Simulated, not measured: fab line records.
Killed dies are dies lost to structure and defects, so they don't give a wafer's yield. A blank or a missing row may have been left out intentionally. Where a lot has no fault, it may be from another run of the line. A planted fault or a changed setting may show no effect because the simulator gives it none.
The tool behind it: which one?	flow nand-harc	Sampling: 11 lots, 33 wafers, 5 of 1159 route steps

WHAT THE GAUGES SHOWED, per wafer
NHARC_END_SORT_01. Usual: killed-at-array 26, standard deviation 11; killed-at-other 0.6, standard deviation 1; killed-at-periphery 3.1, standard deviation 2.1; killed-dies 30, standard deviation 11; killed-open 3.4, standard deviation 1.8; killed-short 2.1, standard deviation 1.5.
lot	measured	on	killed-at-array	killed-at-other	killed-at-periphery	killed-dies	killed-open	killed-short	flag
L376	day 23 22:02	prober-01	55 45 671	0 3 0	3 1 6	58 49 677	4 4 0	1 0 0	OFF
L375	day 23 22:02	prober-02	55 675 670	1 0 4	0 2 3	56 677 677	1 1 4	3 3 4	OFF

TOOL THAT RAN EACH LOT (tool first, then ch and the chambers of the sampled wafers, then the start)
lot	NHARC_A_STAIRCASE_TRIM_220	NHARC_A_STAIRCASE_ETCH_227	NHARC_A_STAIRCASE_TRIM_233	NHARC_A_STAIRCASE_ETCH_236
L357	rie-diel-07 ch 0,1,3, day 11 12:15	rie-diel-07 ch 1,2,3, day 11 14:20 or earlier	rie-diel-07 ch 1,2,3, day 11 14:20 or earlier	rie-diel-07 ch 1,2,3, day 11 14:20
L358	rie-diel-07 ch 1,2, day 11 16:10	rie-diel-07 ch 0,2,3, day 11 18:23 or earlier	rie-diel-07 ch 0,3, day 11 18:23 or earlier	rie-diel-07 ch 0,3, day 11 18:23
L360	rie-diel-06 ch 2,3, day 11 19:08	rie-diel-06 ch 0,3, day 11 23:47 or earlier	rie-diel-07 ch 0,1,2, day 11 23:47 or earlier	rie-diel-07 ch 0,2,3, day 11 23:47
L359	rie-diel-09 ch 1,2,3, day 12 01:50	rie-diel-09 ch 1,2,3, day 12 05:26 or earlier	rie-diel-06 ch 1,2, day 12 05:26 or earlier	rie-diel-06 ch 0,1,2, day 12 05:26
L362	rie-diel-07 ch 2,3, day 12 04:26	rie-diel-07 ch 1,3, day 12 06:38 or earlier	rie-diel-07 ch 0,2,3, day 12 06:38 or earlier	rie-diel-07 ch 0,1,2, day 12 06:38
L364	rie-diel-09 ch 0,2, day 12 20:29	rie-diel-09 ch 0,3, day 12 22:44 or earlier	rie-diel-06 ch 0,1,3, day 12 22:44 or earlier	rie-diel-06 ch 2,3, day 12 22:44
L370	rie-diel-09 ch 1,2,3, day 14 07:17	rie-diel-09 ch 0,1,3, day 14 09:36 or earlier	rie-diel-07 ch 1,2, day 14 09:36 or earlier	rie-diel-07 ch 0,2,3, day 14 09:36
L376	rie-diel-06 ch 1,3, day 15 17:18	rie-diel-06 ch 1,3, day 15 20:20 or earlier	rie-diel-07 ch 1,3, day 15 20:20 or earlier	rie-diel-07 ch 2,3, day 15 20:20
L375	rie-diel-07 ch 0,1,2, day 15 20:36	rie-diel-07 ch 0,2,3, day 15 22:31 or earlier	rie-diel-07 ch 0,2,3, day 15 22:31 or earlier	rie-diel-07 ch 0,1, day 15 22:31
L379	rie-diel-09 ch 1,2, day 16 10:21	rie-diel-09 ch 0,1,2, day 16 15:02 or earlier	rie-diel-09 ch 0,2, day 16 15:02 or earlier	rie-diel-09 ch 0,2, day 16 15:02
L380	rie-diel-06 ch 0,1,3, day 17 02:37	rie-diel-06 ch 0,1,2, day 17 04:56 or earlier	rie-diel-09 ch 0,3, day 17 04:56 or earlier	rie-diel-09 ch 0,1, day 17 04:56
- NHARC_A_STAIRCASE_TRIM_220: chemistry O2, time 211.2 s.
- NHARC_A_STAIRCASE_ETCH_227: etches the open film in C4F8/O2, target depth 100 nm, time 40.5 s.
- NHARC_A_STAIRCASE_TRIM_233: chemistry O2, time 211.2 s.
- NHARC_A_STAIRCASE_ETCH_236: etches the open film in C4F8/O2, target depth 100 nm, time 40.5 s.

AS READ BY THE TOOLS THEMSELVES (means over the sampled wafers that have a number; for cases with no such wafer, the mark the record gives instead)
NHARC_A_STAIRCASE_TRIM_220. Usual: drypump-motor-current-A 5.8 A, standard deviation 0.51; mfc-ar-sccm 0.005 sccm, standard deviation 0.01; oes-product-au 1.003 a.u., standard deviation 0.0079; rf-vpp-V 57.8 V, standard deviation 0.88; showerhead-plenum-p-Torr 3.52 Torr, standard deviation 0.11; throttle-valve-pct 17.037 %, standard deviation 0.0088.
lot	tool	drypump-motor-current-A (A)	mfc-ar-sccm (sccm)	oes-product-au (a.u.)	rf-vpp-V (V)	showerhead-plenum-p-Torr (Torr)	throttle-valve-pct (%)	flag
L357	rie-diel-07	6.2	0.011	1.009	57.2	3.45	17.038	
L358	rie-diel-07	5.8	0.000	1.017	57.6	3.45	17.033	
L360	rie-diel-06	5.7	0.000	1.004	57.3	3.59	17.033	
L359	rie-diel-09	6.1	0.013	1.001	57.0	3.59	17.034	
L362	rie-diel-07	6.0	0.000	1.009	58.8	3.65	17.041	
L364	rie-diel-09	5.3	0.000	0.999	57.8	3.54	17.044	
L370	rie-diel-09	6.1	0.013	0.993	58.9	3.58	17.036	
L376	rie-diel-06	6.0	0.000	1.005	59.0	3.46	17.044	
L375	rie-diel-07	6.0	0.011	0.997	57.9	3.45	17.034	
L379	rie-diel-09	5.9	0.019	1.000	57.7	3.57	17.034	
L380	rie-diel-06	6.0	0.001	1.002	57.6	3.41	17.038	

NHARC_A_STAIRCASE_ETCH_227. Usual: bias-w 1000 W, standard deviation 3; oes-product-au 0.939 a.u., standard deviation 0.011; rf-vpp-V 896 V, standard deviation 4.1; run-length-s 61.7 s, standard deviation 0.6.
lot	tool	bias-w (W)	oes-product-au (a.u.)	rf-vpp-V (V)	run-length-s (s)	flag
L357	rie-diel-07	1000	0.963	896	61.7	
L358	rie-diel-07	1001	0.941	899	61.6	
L360	rie-diel-06	1001	0.931	891	61.3	
L359	rie-diel-09	1002	0.947	898	61.6	
L362	rie-diel-07	1003	0.946	895	62.0	
L364	rie-diel-09	999	0.926	898	61.3	
L370	rie-diel-09	999	0.930	897	61.2	
L376	rie-diel-06	999	0.921	895	61.2	
L375	rie-diel-07	1000	0.956	895	61.7	
L379	rie-diel-09	999	0.930	897	61.6	
L380	rie-diel-06	1002	0.939	892	61.4	

NHARC_A_STAIRCASE_TRIM_233. Usual: drypump-motor-current-A 5.9 A, standard deviation 0.49; mfc-ar-sccm 0.007 sccm, standard deviation 0.013; oes-product-au 1.006 a.u., standard deviation 0.0086; rf-vpp-V 57.7 V, standard deviation 0.89; showerhead-plenum-p-Torr 3.49 Torr, standard deviation 0.12; throttle-valve-pct 17.037 %, standard deviation 0.0088.
lot	tool	drypump-motor-current-A (A)	mfc-ar-sccm (sccm)	oes-product-au (a.u.)	rf-vpp-V (V)	showerhead-plenum-p-Torr (Torr)	throttle-valve-pct (%)	flag
L357	rie-diel-07	6.0	0.000	1.015	57.4	3.54	17.029	
L358	rie-diel-07	6.5	0.021	1.015	58.2	3.47	17.041	
L360	rie-diel-07	6.0	0.011	1.014	57.9	3.47	17.036	
L359	rie-diel-06	5.4	0.000	1.009	58.3	3.55	17.031	
L362	rie-diel-07	6.2	0.011	1.004	58.6	3.56	17.028	
L364	rie-diel-06	5.9	0.001	1.009	57.3	3.43	17.043	
L370	rie-diel-07	5.8	0.000	1.013	57.7	3.44	17.037	
L376	rie-diel-07	6.2	0.000	1.004	57.0	3.49	17.032	
L375	rie-diel-07	6.2	0.011	1.000	57.0	3.54	17.032	
L379	rie-diel-09	5.3	0.000	0.996	58.0	3.52	17.042	
L380	rie-diel-09	5.3	0.003	0.998	57.8	3.52	17.036	

NHARC_A_STAIRCASE_ETCH_236. Usual: bias-w 1000 W, standard deviation 3; oes-product-au 0.943 a.u., standard deviation 0.012; rf-vpp-V 895 V, standard deviation 4.5; run-length-s 61.7 s, standard deviation 0.47.
lot	tool	bias-w (W)	oes-product-au (a.u.)	rf-vpp-V (V)	run-length-s (s)	flag
L357	rie-diel-07	1001	0.947	896	61.9	
L358	rie-diel-07	1000	0.945	894	61.7	
L360	rie-diel-07	1002	0.955	897	61.6	
L359	rie-diel-06	1001	0.930	893	61.4	
L362	rie-diel-07	1002	0.936	893	61.4	
L364	rie-diel-06	1003	0.946	898	62.2	
L370	rie-diel-07	998	0.959	897	61.7	
L376	rie-diel-07	1002	0.946	899	55.2	OFF
L375	rie-diel-07	998	0.961	889	48.3	OFF
L379	rie-diel-09	1000	0.926	897	62.4	
L380	rie-diel-09	1003	0.946	896	61.2	

THE ANSWER, worked out from the rows above alone
Rule: a lot is off if the mean of its wafers that have a number lies more than 3 standard deviations from the usual mean. Also off: a lot with no number at a reading for which 4 or more lots have one. The other lots that the step has rows for count as sound. Order of review: gauges by route order, followed by the tools' own readings, for which a lot's mean as printed above is used. At the first step where some lot is off, the reading lying furthest off is the one used; lots without a number count as furthest.
Off at NHARC_END_SORT_01 (killed-at-array): L376, L375. Neither off nor sound, because the step has no rows for them: L357, L358, L360, L359, L362, L364, L370, L379, L380.
If a tool, at a process step before that reading, ran all the lots that are off and no sound lot after the first of them, it fits. Not tried: the gauges at NHARC_END_SORT_01; whatever is off there is also off at NHARC_A_STAIRCASE_ETCH_236, on other tools, and gauge error can't account for it. NHARC_A_STAIRCASE_ETCH_227 gives no start for some lots, so the hours and the order of its lots are those of NHARC_A_STAIRCASE_ETCH_236. NHARC_A_STAIRCASE_TRIM_233 gives no start for some lots, so the hours and the order of its lots are those of NHARC_A_STAIRCASE_ETCH_236. One fits: NHARC_A_STAIRCASE_TRIM_233 and NHARC_A_STAIRCASE_ETCH_236 on rie-diel-07. It ran no sound lot before its first lot that is off in this sample, so the start can't be narrowed down.

WHAT THE SIMULATOR HAD INSERTED
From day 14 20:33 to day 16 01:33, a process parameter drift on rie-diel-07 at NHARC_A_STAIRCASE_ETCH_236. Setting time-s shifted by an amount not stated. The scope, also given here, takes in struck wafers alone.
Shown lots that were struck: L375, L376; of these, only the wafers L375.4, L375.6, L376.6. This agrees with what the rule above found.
